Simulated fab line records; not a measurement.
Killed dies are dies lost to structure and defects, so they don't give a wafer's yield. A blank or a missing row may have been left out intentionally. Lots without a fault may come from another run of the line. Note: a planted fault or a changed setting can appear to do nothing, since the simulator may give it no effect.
fab line records + flow nand_harc
record
- lots=13
- wafers=39
- last_day=24
route steps=1159 shown P_STI@85 P_GATE@124 END@1159
lots that met no fault: taken from a fault-free run of the same line
start_h: hours from the record's opening day to when the first of the lot's shown wafers began + wait_h: time in hours since the lot's previous step + " same as the row above + L1.1+2: a single row standing in for several wafers + - value missing, or start not given + * or withheld: withheld + < > ~ a bound
route shown NAME@n: NAME is a module with steps in the file, n the number in the route of the first one + usual: average and standard deviation across the fault-free wafers + same: alike in all rows + chamber/n: place in a boat + sites: each site's reading + _std_site: standard deviation across them + _edge_site: mean of outer sites minus mean of inner sites + radius_mm: how far each site lies from the wafer's centre + mask NAME#n: copy n + behind: the tool/chamber that last shaped the wafer + hold: cause of the lot's hold/its duration in hours/its outcome + device: transistor that didn't switch, given as n, p or np + end of line: the same wafers' tests at the end of the route + for a step that has no rows: nothing shown but its recipe + killed: dies that structure and defects cost at the first sort, which is not the same as the wafer's yield + map: dies across one wafer; x = killed, . = not, _ = none there
set.NAME: the setting that was run; set.NAME@STEP: the one run at that earlier step + model.NAME: the simulator's own value behind a step, which no gauge read
a sample of lots followed through the steps of the route, with each step as a table and each wafer as a row
services: when a tool's chamber went out of use (start_h, in hours from the record's first day, below 0 if earlier), for how many hours, and the reason
## steps
# step NHARC_P_STI_INSPECT_11
# usual
- raw_defect_count=5.4/2.5
| lot.wafer | tool              | chamber | start_h | wait_h | raw_defect_count |
|-----------|-------------------|---------|---------|--------|------------------|
| L998.1    | defect_inspect-01 | -       | 32.66   | 0.0    | 4                |
| L998.4    | "                 | -       | "       | "      | 3                |
| L998.6    | "                 | -       | "       | "      | 6                |
| L101.1    | defect_inspect-01 | -       | 53.31   | 0.0    | 6                |
| L101.3    | "                 | -       | "       | "      | 8                |
| L101.6    | "                 | -       | "       | "      | 2                |
| L103.2    | defect_inspect-02 | -       | 65.25   | 0.0    | 6                |
| L103.4    | "                 | -       | "       | "      | 5                |
| L103.6    | "                 | -       | "       | "      | 4                |
| L107.3    | defect_inspect-01 | -       | 85.77   | 0.0    | 5                |
| L107.4    | "                 | -       | "       | "      | 3                |
| L107.5    | "                 | -       | "       | "      | 5                |
| L108.2    | defect_inspect-01 | -       | 99.76   | 0.0    | 6                |
| L108.4    | "                 | -       | "       | "      | 8                |
| L108.5    | "                 | -       | "       | "      | 5                |
| L109.1    | defect_inspect-02 | -       | 99.93   | 0.0    | 5                |
| L109.5    | "                 | -       | "       | "      | 1                |
| L109.6    | "                 | -       | "       | "      | 7                |
| L110.1    | defect_inspect-02 | -       | 107.79  | 0.0    | 9                |
| L110.2    | "                 | -       | "       | "      | 9                |
| L110.4    | "                 | -       | "       | "      | 3                |
| L112.1    | defect_inspect-01 | -       | 119.27  | 0.0    | 3                |
| L112.4    | "                 | -       | "       | "      | 4                |
| L112.5    | "                 | -       | "       | "      | 3                |
| L117.2    | defect_inspect-01 | -       | 149.14  | 0.0    | 9                |
| L117.3    | "                 | -       | "       | "      | 6                |
| L117.6    | "                 | -       | "       | "      | 3                |
| L118.3    | defect_inspect-01 | -       | 158.34  | 0.0    | 8                |
| L118.5    | "                 | -       | "       | "      | 8                |
| L118.6    | "                 | -       | "       | "      | 9                |
| L119.2    | defect_inspect-01 | -       | 161.69  | 0.0    | 5                |
| L119.3    | "                 | -       | "       | "      | 6                |
| L119.5    | "                 | -       | "       | "      | 6                |
| L120.1    | defect_inspect-01 | -       | 168.76  | 0.0    | 2                |
| L120.2    | "                 | -       | "       | "      | 6                |
| L120.4    | "                 | -       | "       | "      | 3                |
| L121.1    | defect_inspect-01 | -       | 173.11  | 0.0    | 7                |
| L121.4    | "                 | -       | "       | "      | 5                |
| L121.6    | "                 | -       | "       | "      | 6                |
# step NHARC_P_GATE_DESCUM_13
# recipe
- time_s=3
- o2_flow_sccm=200
- ar_flow_sccm=0
- bias_power_w=0
- chemistry=O2
# usual
- drypump_motor_current_A=5.8/0.55
- oes_product_au=0.999/0.0075
- rf_vpp_V=57.9/0.87
- showerhead_plenum_p_Torr=1.92/0.071
- throttle_valve_pct=11.311/0.0091
| lot.wafer | tool        | chamber | start_h | wait_h | drypump_motor_current_A | oes_product_au | rf_hours_counter_h | rf_vpp_V | showerhead_plenum_p_Torr | throttle_valve_pct |
|-----------|-------------|---------|---------|--------|-------------------------|----------------|--------------------|----------|--------------------------|--------------------|
| L998.4    | rie_diel-09 | 1       | 69.84   | -      | 6.0                     | 1.004          | 25                 | 57.7     | 1.86                     | 11.315             |
| L998.1    | "           | 3       | "       | "      | 6.3                     | 1.006          | 29                 | 57.9     | 1.89                     | 11.311             |
| L998.6    | "           | 2       | "       | "      | 6.1                     | 1.002          | -                  | 57.6     | 2.00                     | 11.319             |
| L101.1    | rie_diel-07 | 1       | 92.33   | -      | 4.8                     | 1.002          | 12                 | 57.8     | 1.97                     | 11.303             |
| L101.3    | "           | 2       | "       | "      | 5.1                     | 0.996          | 14                 | 58.0     | 1.95                     | 11.317             |
| L101.6    | "           | 1       | "       | "      | 4.7                     | 1.002          | -                  | 58.6     | 1.96                     | 11.316             |
| L103.2    | rie_diel-09 | 3       | 103.62  | -      | 6.3                     | 0.999          | 3                  | 56.1     | 1.89                     | 11.310             |
| L103.4    | "           | 0       | "       | "      | 5.4                     | 0.990          | 4                  | 59.0     | 1.99                     | 11.300             |
| L103.6    | "           | 2       | "       | "      | 6.1                     | 0.989          | -                  | 57.8     | 2.00                     | 11.308             |
| L107.4    | rie_diel-08 | 2       | 123.80  | -      | 6.3                     | 0.986          | 60                 | 56.8     | 1.81                     | 11.306             |
| L107.3    | "           | 0       | "       | "      | 6.0                     | 0.986          | 62                 | 57.6     | 2.00                     | 11.304             |
| L107.5    | "           | 3       | "       | "      | 6.3                     | 1.014          | -                  | 56.9     | 1.99                     | 11.329             |
| L109.1    | rie_diel-07 | 2       | 142.28  | -      | 5.1                     | 1.015          | 31                 | 59.1     | 1.95                     | 11.316             |
| L109.5    | "           | 1       | "       | "      | 4.8                     | 1.000          | -                  | 58.0     | 1.96                     | 11.302             |
| L109.6    | "           | 2       | "       | "      | 5.0                     | 1.006          | -                  | 58.1     | 1.95                     | 11.294             |
| L108.4    | rie_diel-07 | 1       | 142.36  | -      | 4.8                     | 1.008          | 29                 | 58.2     | 1.96                     | 11.332             |
| L108.2    | "           | 3       | "       | "      | 5.8                     | 1.000          | 29                 | 58.0     | 1.81                     | 11.323             |
| L108.5    | "           | 1       | "       | "      | 4.8                     | 1.007          | -                  | 58.3     | 1.96                     | 11.298             |
| L110.4    | rie_diel-09 | 2       | 154.76  | -      | 6.1                     | 0.997          | 17                 | 57.5     | 1.99                     | 11.289             |
| L110.2    | "           | 0       | "       | "      | 5.4                     | 0.993          | 16                 | 57.5     | 1.99                     | 11.312             |
| L110.1    | "           | 1       | "       | "      | 6.0                     | 0.991          | 17                 | 58.0     | 1.86                     | 11.305             |
| L112.1    | rie_diel-09 | 3       | 154.84  | -      | 6.3                     | 1.013          | 16                 | 59.8     | 1.89                     | 11.305             |
| L112.4    | "           | 2       | "       | "      | 6.1                     | 1.011          | 17                 | 58.5     | 1.99                     | 11.320             |
| L112.5    | "           | 0       | "       | "      | 5.5                     | 0.996          | -                  | 58.1     | 1.99                     | 11.302             |
| L117.3    | rie_diel-09 | 3       | 184.67  | -      | 6.3                     | 1.006          | 20                 | 57.0     | 1.88                     | 11.313             |
| L117.2    | "           | 0       | "       | "      | 5.5                     | 0.995          | 20                 | 57.0     | 1.99                     | 11.321             |
| L117.6    | "           | 2       | "       | "      | 6.1                     | 0.998          | -                  | 58.7     | 1.99                     | 11.319             |
| L118.3    | rie_diel-07 | 0       | 197.10  | -      | 4.7                     | 1.002          | 48                 | 56.4     | 1.78                     | 11.311             |
| L118.6    | "           | 1       | "       | "      | 4.8                     | 0.996          | -                  | 58.0     | 1.95                     | 11.319             |
| L118.5    | "           | 2       | "       | "      | 5.1                     | 1.005          | -                  | 58.4     | 1.94                     | 11.302             |
| L119.2    | rie_diel-09 | 2       | 197.19  | -      | 6.1                     | 0.998          | 23                 | 57.3     | 1.99                     | 11.316             |
| L119.3    | "           | 3       | "       | "      | 6.3                     | 1.002          | 22                 | 58.5     | 1.88                     | 11.310             |
| L119.5    | "           | 0       | "       | "      | 5.4                     | 1.004          | -                  | 57.8     | 1.99                     | 11.308             |
| L120.4    | rie_diel-09 | 2       | 207.35  | -      | 6.1                     | 1.004          | 26                 | 58.8     | 1.99                     | 11.305             |
| L120.1    | "           | 0       | "       | "      | 5.4                     | 1.001          | 26                 | 59.4     | 1.98                     | 11.305             |
| L120.2    | "           | 1       | "       | "      | 6.0                     | 1.005          | 26                 | 57.6     | 1.85                     | 11.300             |
| L121.1    | rie_diel-09 | 2       | 207.47  | -      | 6.1                     | 0.993          | 26                 | 58.0     | 1.99                     | 11.300             |
| L121.4    | "           | 1       | "       | "      | 6.0                     | 0.988          | 26                 | 57.4     | 1.85                     | 11.306             |
| L121.6    | "           | 2       | "       | "      | 6.1                     | 0.995          | -                  | 57.5     | 1.99                     | 11.309             |
# step NHARC_P_GATE_STRIP_15
# recipe
- time_s=780
- temp_c=130
- chemistry=SPM
# usual
- bath_guard_temp_C=130.0/0.66
- bath_heat_duty_pct=14.9/1.8
| lot.wafer | tool         | chamber | start_h | wait_h | bath_guard_temp_C | bath_heat_duty_pct |
|-----------|--------------|---------|---------|--------|-------------------|--------------------|
| L998.1    | wet_bench-09 | 2       | 70.03   | 0.0    | 129.7             | 12.9               |
| L998.4    | "            | 6       | "       | "      | 129.5             | 15.6               |
| L998.6    | "            | 7       | "       | "      | 129.7             | 15.3               |
| L101.6    | wet_bench-06 | 0       | 92.51   | 0.0    | 129.7             | 16.1               |
| L101.3    | "            | 1       | "       | "      | 130.5             | 15.0               |
| L101.1    | "            | 4       | "       | "      | 129.7             | 12.5               |
| L103.4    | wet_bench-06 | 4       | 103.77  | 0.0    | 129.7             | 12.1               |
| L103.2    | "            | 7       | "       | "      | 129.5             | 14.9               |
| L103.6    | "            | 0       | "       | "      | 130.1             | 15.3               |
| L107.5    | wet_bench-06 | 1       | 123.97  | 0.0    | 130.7             | 13.8               |
| L107.3    | "            | 2       | "       | "      | 129.5             | 16.1               |
| L107.4    | "            | 6       | "       | "      | 131.4             | 13.3               |
| L109.1    | wet_bench-06 | 5       | 142.45  | 0.0    | -                 | -                  |
| L109.5    | "            | 6       | "       | "      | -                 | -                  |
| L109.6    | "            | 0       | "       | "      | -                 | -                  |
| L108.4    | wet_bench-09 | 4       | 142.54  | 0.0    | -                 | -                  |
| L108.5    | "            | 6       | "       | "      | -                 | -                  |
| L108.2    | "            | 7       | "       | "      | -                 | -                  |
| L110.4    | wet_bench-07 | 2       | 154.94  | 0.0    | 130.4             | 14.1               |
| L110.1    | "            | 6       | "       | "      | 129.9             | 14.1               |
| L110.2    | "            | 7       | "       | "      | 129.4             | 13.9               |
| L112.1    | wet_bench-09 | 0       | 155.02  | 0.0    | 130.5             | 15.5               |
| L112.5    | "            | 1       | "       | "      | 129.4             | 14.1               |
| L112.4    | "            | 5       | "       | "      | 128.6             | 13.5               |
| L117.3    | wet_bench-06 | 1       | 184.85  | 0.0    | 130.6             | 15.4               |
| L117.6    | "            | 2       | "       | "      | 129.6             | 14.4               |
| L117.2    | "            | 3       | "       | "      | 130.7             | 12.1               |
| L118.3    | wet_bench-07 | 7       | 197.24  | 0.0    | 129.2             | 14.7               |
| L118.6    | "            | 1       | "       | "      | 129.6             | 13.8               |
| L118.5    | "            | 4       | "       | "      | 130.3             | 16.0               |
| L119.5    | wet_bench-06 | 7       | 197.34  | 0.0    | 129.6             | 14.1               |
| L119.2    | "            | 1       | "       | "      | 130.7             | 14.5               |
| L119.3    | "            | 4       | "       | "      | 129.1             | 11.9               |
| L120.1    | wet_bench-06 | 1       | 207.52  | 0.0    | 130.9             | 14.8               |
| L120.2    | "            | 2       | "       | "      | 129.9             | 14.8               |
| L120.4    | "            | 5       | "       | "      | 130.0             | 17.1               |
| L121.1    | wet_bench-07 | 5       | 207.65  | 0.0    | 130.7             | 12.4               |
| L121.6    | "            | 6       | "       | "      | 130.2             | 15.9               |
| L121.4    | "            | 7       | "       | "      | 129.3             | 14.5               |
# step NHARC_P_GATE_ETCH_32
# recipe
- target_depth_a=1500
- over_etch_frac=1
- over_etch_ion_energy_ev=40
- time_s=100.1
- hbr_flow_sccm=150
- cl2_flow_sccm=50
- rf_w=400
- icp_w=400
- bias_w=100
- chemistry=HBr/Cl2
# usual
- drypump_motor_current_A=5.5/0.41
- oes_product_au=1.001/0.008
- throttle_valve_pct=26.406/0.0094
| lot.wafer | tool      | chamber | start_h | wait_h | drypump_motor_current_A | oes_product_au | rf_hours_counter_h | throttle_valve_pct |
|-----------|-----------|---------|---------|--------|-------------------------|----------------|--------------------|--------------------|
| L998.4    | rie_si-03 | 2       | 85.33   | -      | 5.4                     | 0.984          | 0.8                | 26.417             |
| L998.1    | "         | 3       | "       | "      | 5.1                     | 0.987          | 0.8                | 26.420             |
| L998.6    | "         | 1       | "       | "      | 5.9                     | 0.997          | -                  | 26.411             |
| L101.1    | rie_si-02 | 0       | 106.70  | -      | 5.8                     | 1.006          | 0.6                | 26.401             |
| L101.3    | "         | 1       | "       | "      | 4.9                     | 0.995          | 0.6                | 26.403             |
| L101.6    | "         | 3       | "       | "      | 6.3                     | 0.997          | -                  | 26.400             |
| L103.4    | rie_si-02 | 0       | 118.66  | -      | 5.8                     | 1.001          | 0.7                | 26.416             |
| L103.2    | "         | 3       | "       | "      | 6.3                     | 1.003          | 0.7                | 26.413             |
| L103.6    | "         | 0       | "       | "      | 5.8                     | 1.001          | -                  | 26.413             |
| L107.4    | rie_si-03 | 1       | 139.10  | -      | 5.9                     | 0.999          | 1.3                | 26.432             |
| L107.3    | "         | 3       | "       | "      | 5.1                     | 0.994          | 1.3                | 26.409             |
| L107.5    | "         | 2       | "       | "      | 5.4                     | 0.990          | -                  | 26.406             |
| L109.1    | rie_si-05 | 3       | 156.56  | -      | 5.7                     | 1.009          | 0.6                | 26.406             |
| L109.5    | "         | 3       | "       | "      | 5.7                     | 1.005          | -                  | 26.403             |
| L109.6    | "         | 0       | "       | "      | 5.5                     | 1.012          | -                  | 26.397             |
| L108.4    | rie_si-02 | 1       | 156.65  | -      | 4.8                     | 0.998          | 1.1                | 26.407             |
| L108.2    | "         | 3       | "       | "      | 6.2                     | 0.988          | 1.1                | 26.403             |
| L108.5    | "         | 0       | "       | "      | 5.7                     | 0.992          | -                  | 26.420             |
| L110.2    | rie_si-05 | 1       | 169.10  | -      | 4.9                     | 0.988          | 0.9                | 26.416             |
| L110.1    | "         | 3       | "       | "      | 5.7                     | 1.007          | 0.8                | 26.410             |
| L110.4    | "         | 0       | "       | "      | 5.5                     | 1.005          | 0.9                | 26.396             |
| L112.1    | rie_si-02 | 0       | 169.18  | -      | 5.8                     | 1.013          | 1.3                | 26.413             |
| L112.4    | "         | 2       | "       | "      | 6.3                     | 0.994          | 1.0                | 26.396             |
| L112.5    | "         | 0       | "       | "      | 5.8                     | 1.002          | -                  | 26.403             |
| L117.2    | rie_si-05 | 0       | 199.68  | -      | 5.5                     | 1.009          | 1.1                | 26.400             |
| L117.3    | "         | 3       | "       | "      | 5.7                     | 1.003          | 1.2                | 26.405             |
| L117.6    | "         | 0       | "       | "      | 5.5                     | 1.005          | -                  | 26.400             |
| L118.3    | rie_si-05 | 2       | 211.49  | -      | 5.3                     | 1.011          | 1.3                | 26.415             |
| L118.5    | "         | 2       | "       | "      | 5.3                     | 1.016          | -                  | 26.403             |
| L118.6    | "         | 3       | "       | "      | 5.7                     | 1.004          | -                  | 26.395             |
| L119.2    | rie_si-03 | 1       | 211.66  | -      | 5.9                     | 1.007          | 0.5                | 26.416             |
| L119.3    | "         | 3       | "       | "      | 5.1                     | 1.004          | 0.5                | 26.408             |
| L119.5    | "         | 0       | "       | "      | 5.8                     | 0.995          | -                  | 26.396             |
| L121.1    | rie_si-05 | 3       | 221.95  | -      | 5.7                     | 1.001          | 1.4                | 26.401             |
| L121.4    | "         | 1       | "       | "      | 4.8                     | 1.007          | 1.6                | 26.406             |
| L121.6    | "         | 3       | "       | "      | 5.7                     | 1.002          | -                  | 26.414             |
| L120.4    | rie_si-05 | 1       | 223.40  | -      | 4.9                     | 0.997          | 1.7                | 26.397             |
| L120.2    | "         | 2       | "       | "      | 5.3                     | 1.005          | 1.5                | 26.413             |
| L120.1    | "         | 3       | "       | "      | 5.6                     | 1.008          | 1.4                | 26.402             |
# step NHARC_END_SORT_01
# recipe
- temp_c=25
# usual
- killed_at_array=26/9.9
- killed_at_other=0.8/1
- killed_at_periphery=2.8/2.2
- killed_dies=29/9.9
- killed_open=3.2/1.8
- killed_short=2.1/1.4
# same
- gross_dies=677
| lot.wafer | tool      | chamber | start_h | wait_h | hold                   | killed_at_array | killed_at_other | killed_at_periphery | killed_dies | killed_open | killed_short |
|-----------|-----------|---------|---------|--------|------------------------|-----------------|-----------------|---------------------|-------------|-------------|--------------|
| L998.1    | prober-02 | 0       | 440.91  | 2.5    | -                      | 23              | 1               | 3                   | 27          | 1           | 2            |
| L998.4    | prober-02 | 0       | 443.33  | 3.4    | -                      | 34              | 0               | 10                  | 44          | 3           | 4            |
| L998.6    | prober-02 | 0       | 444.94  | 4.0    | -                      | 24              | 0               | 5                   | 29          | 1           | 1            |
| L109.1    | prober-02 | 0       | 504.44  | 2.5    | await_dispo/3.5h/scrap | 43              | 0               | 634                 | 677         | 3           | 1            |
| L109.5    | prober-02 | 0       | 507.66  | 3.7    | await_dispo/3.5h/scrap | 30              | 2               | 645                 | 677         | 0           | 1            |
| L109.6    | prober-02 | 0       | 508.46  | 4.0    | await_dispo/3.5h/scrap | 31              | 0               | 646                 | 677         | 4           | 0            |
| L108.2    | prober-01 | 0       | 505.13  | 2.8    | await_dispo/1.6h/scrap | 15              | 1               | 661                 | 677         | 3           | 2            |
| L108.4    | prober-01 | 0       | 506.73  | 3.4    | await_dispo/1.6h/scrap | 19              | 0               | 658                 | 677         | 2           | 3            |
| L108.5    | prober-01 | 0       | 507.52  | 3.7    | await_dispo/1.6h/scrap | 18              | 0               | 659                 | 677         | 1           | 0            |
| L112.1    | prober-01 | 0       | 512.10  | 2.5    | -                      | 12              | 0               | 1                   | 13          | 2           | 2            |
| L112.4    | prober-01 | 0       | 514.50  | 3.4    | -                      | 21              | 0               | 1                   | 22          | 6           | 4            |
| L112.5    | prober-01 | 0       | 515.30  | 3.7    | -                      | 19              | 0               | 3                   | 22          | 6           | 7            |
| L110.1    | prober-02 | 0       | 517.46  | 2.5    | -                      | 26              | 0               | 7                   | 33          | 4           | 2            |
| L110.2    | prober-02 | 0       | 518.25  | 2.8    | -                      | 26              | 1               | 8                   | 35          | 8           | 1            |
| L110.4    | prober-02 | 0       | 519.85  | 3.4    | -                      | 23              | 1               | 5                   | 29          | 4           | 1            |
# killed by level:class
L998.1 A_SLIT:chamber_film_flake=11 A_CHANNEL_HOLE_D1:chamber_film_flake=6 P_STI:chamber_film_flake=2 A_STAIRCASE:chamber_film_flake=2 A_CHANNEL_FILL_D1:geometric_particle:short=1 A_M0:geometric_particle:open=1 P_M1:chamber_film_flake=1 STARTING-WAFER:geometric_particle:short=1
L998.4 A_SLIT:chamber_film_flake=16 A_CHANNEL_HOLE_D1:chamber_film_flake=10 P_M1:chamber_film_flake=6 P_M0:geometric_particle:open=3 A_ZERO_WELL:chamber_film_flake=2 A_STAIRCASE:chamber_film_flake=2 P_M0:geometric_particle:short=1 A_ONON_D1:geometric_particle:short=1
L998.6 A_CHANNEL_HOLE_D1:chamber_film_flake=8 P_M1:chamber_film_flake=5 A_CONTACT:chamber_film_flake=5 A_SLIT:chamber_film_flake=4 A_ZERO_WELL:chamber_film_flake=2 A_BONDPAD:chamber_film_flake=2 A_CONTACT:geometric_particle:short=1 A_CONTACT:geometric_particle:open=1
L109.1 P_GATE:area_strip=633 A_CHANNEL_HOLE_D1:chamber_film_flake=17 A_SLIT:chamber_film_flake=14 A_SGD_CUT:chamber_film_flake=4 A_CONTACT:chamber_film_flake=2 A_ONON_D1:geometric_particle:short=1 A_BLC:geometric_particle:open=1 A_M0:geometric_particle:open=1
L108.2 P_GATE:area_strip=660 A_CONTACT:chamber_film_flake=7 A_STAIRCASE:chamber_film_flake=3 A_CONTACT:geometric_particle:open=2 P_GATE:geometric_particle:open=1 A_WL_FILL:geometric_particle:short=1 STARTING-WAFER:geometric_particle:short=1 A_CHANNEL_HOLE_D1:chamber_film_flake=1
L108.4 P_GATE:area_strip=657 A_STAIRCASE:chamber_film_flake=6 A_CONTACT:chamber_film_flake=6 A_CHANNEL_FILL_D1:geometric_particle:open=2 A_CHANNEL_HOLE_D1:chamber_film_flake=2 A_CHANNEL_FILL_D1:geometric_particle:short=1 A_WL_FILL:geometric_particle:short=1 A_CONTACT:geometric_particle:short=1
L108.5 P_GATE:area_strip=657 A_STAIRCASE:chamber_film_flake=7 A_CHANNEL_HOLE_D1:chamber_film_flake=5 A_CONTACT:chamber_film_flake=4 P_M0:geometric_particle:open=1 P_GATE:chamber_film_flake=1 A_SLIT:chamber_film_flake=1 A_BLC:chamber_film_flake=1
L109.5 P_GATE:area_strip=643 A_CHANNEL_HOLE_D1:chamber_film_flake=12 A_SLIT:chamber_film_flake=6 A_STAIRCASE:chamber_film_flake=3 A_SGD_CUT:chamber_film_flake=3 P_STI:chamber_film_flake=2 A_ZERO_WELL:chamber_film_flake=2 THIN_TSV:chamber_film_flake=2
L109.6 P_GATE:area_strip=643 A_SLIT:chamber_film_flake=12 A_CHANNEL_HOLE_D1:chamber_film_flake=10 A_SGD_CUT:chamber_film_flake=3 A_CONTACT:chamber_film_flake=2 P_CONTACT:geometric_particle:open=1 A_CHANNEL_HOLE_D1:geometric_particle:open=1 A_BLC:geometric_particle:open=1
L112.1 A_CHANNEL_HOLE_D1:chamber_film_flake=4 A_WL_FILL:chamber_film_flake=2 P_M0:geometric_particle:open=1 A_ONON_D1:geometric_particle:short=1 A_SGD_CUT:geometric_particle:open=1 A_WL_FILL:geometric_particle:short=1 A_CHANNEL_FILL_D1:chamber_film_flake=1 A_STAIRCASE:chamber_film_flake=1
L112.4 A_CHANNEL_HOLE_D1:chamber_film_flake=4 A_CONTACT:chamber_film_flake=4 A_CHANNEL_FILL_D1:geometric_particle:open=3 A_WL_FILL:geometric_particle:open=2 A_STAIRCASE:chamber_film_flake=2 P_M1:geometric_particle:short=1 A_ONON_D1:geometric_particle:short=1 A_CHANNEL_FILL_D1:geometric_particle:short=1
L112.5 A_CONTACT:chamber_film_flake=3 P_GATE:geometric_particle:open=2 A_CHANNEL_FILL_D1:geometric_particle:short=2 A_SGD_CUT:geometric_particle:short=2 A_WL_FILL:geometric_particle:short=2 A_CONTACT:geometric_particle:open=2 A_CHANNEL_HOLE_D1:chamber_film_flake=2 P_M0:geometric_particle:open=1
L110.1 A_STAIRCASE:chamber_film_flake=7 A_SLIT:chamber_film_flake=5 A_M1:chamber_film_flake=5 A_CHANNEL_HOLE_D1:chamber_film_flake=4 P_CONTACT:geometric_particle:open=3 P_ZERO_WELL:chamber_film_flake=2 A_CONTACT:chamber_film_flake=2 P_CONTACT:geometric_particle:short=1
L110.2 A_STAIRCASE:chamber_film_flake=10 A_CHANNEL_HOLE_D1:chamber_film_flake=5 A_SLIT:chamber_film_flake=4 P_GATE:geometric_particle:open=2 P_ZERO_WELL:chamber_film_flake=2 P_STI:chamber_film_flake=2 A_M1:chamber_film_flake=2 P_M0:geometric_particle:open=1
L110.4 A_STAIRCASE:chamber_film_flake=8 A_CHANNEL_HOLE_D1:chamber_film_flake=4 A_SLIT:chamber_film_flake=4 P_STI:chamber_film_flake=3 A_CONTACT:chamber_film_flake=2 P_M1:geometric_particle:open=1 P_M2:geometric_particle:short=1 A_SGD_CUT:geometric_particle:open=1
## services
| tool         | chamber | start_h | hours | kind   |
|--------------|---------|---------|-------|--------|
| rie_diel-07  | -       | 51.33   | 9.0   | pm     |
| rie_si-03    | 2       | 60.58   | 5.2   | repair |
| rie_si-05    | -       | 62.00   | 9.0   | pm     |
| rie_diel-09  | -       | 77.10   | 9.0   | pm     |
| rie_si-02    | 2       | 88.51   | 29.4  | repair |
| rie_diel-08  | 3       | 91.78   | 2.1   | repair |
| rie_diel-07  | -       | 93.99   | 0.3   | repair |
| wet_bench-07 | -       | 96.01   | 8.0   | pm     |
| wet_bench-09 | -       | 112.80  | 8.0   | pm     |
| rie_diel-08  | -       | 124.80  | 9.0   | pm     |
| wet_bench-06 | -       | 129.60  | 8.0   | pm     |
| rie_diel-08  | 1       | 136.12  | 32.4  | repair |
| rie_si-03    | -       | 155.00  | 9.0   | pm     |
| wet_bench-09 | -       | 156.28  | 4.0   | repair |
| wet_bench-07 | -       | 158.12  | 8.1   | repair |
| rie_si-05    | 0       | 163.42  | 3.9   | repair |
| rie_si-05    | 0       | 170.57  | 16.4  | repair |
| rie_si-03    | 2       | 178.95  | 4.7   | repair |
| rie_si-03    | 0       | 180.84  | 2.4   | repair |
| rie_si-03    | 0       | 190.97  | 4.8   | repair |
| rie_si-02    | 2       | 197.59  | 38.4  | repair |
| rie_si-03    | 2       | 204.98  | 12.3  | repair |
| rie_si-02    | -       | 211.00  | 9.0   | pm     |
| rie_si-02    | 1       | 223.09  | 3.3   | repair |
## key
first_sign
- step=NHARC_P_GATE_STRIP_15
- reading=tool_record
- direction=missing
effect
- step=NHARC_END_SORT_01
- reading=killed_at_periphery
- direction=up
- sigmas=99+
- usual=2.8
- struck=650.5
more_kills_born_at
- NHARC_P_GATE_STRIP_15@wet_bench-09=1974
- NHARC_P_GATE_STRIP_15@wet_bench-06=1919
met_at NHARC_P_GATE_STRIP_15
struck_lots L108,L109
later_rows_left_out L108.2,L108.4,L108.5,L109.1,L109.5,L109.6
tester_left_out L108,L109
not_acting_at NHARC_P_STI_INSPECT_11,NHARC_P_GATE_DESCUM_13,NHARC_P_GATE_ETCH_32
onset_between 123.97 142.45
fault
- kind=skipped_step_whole
- tool=wet_bench-06,wet_bench-09
- chamber=-
- onset_h=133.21
- steps=NHARC_P_GATE_STRIP_15
- scope=struck_lots_only
# tester_left_out: of these lots the tester's yield and bins aren't shown, on N5 and GAA mostly nor the transistor test; their killed dies are dies lost to structure and defects alone, not to doping, threshold or leakage, so they don't give the yield
# later_rows_left_out: the simulator's readings of these wafers behind a module that went badly wrong aren't trusted and aren't shown, but for the sort
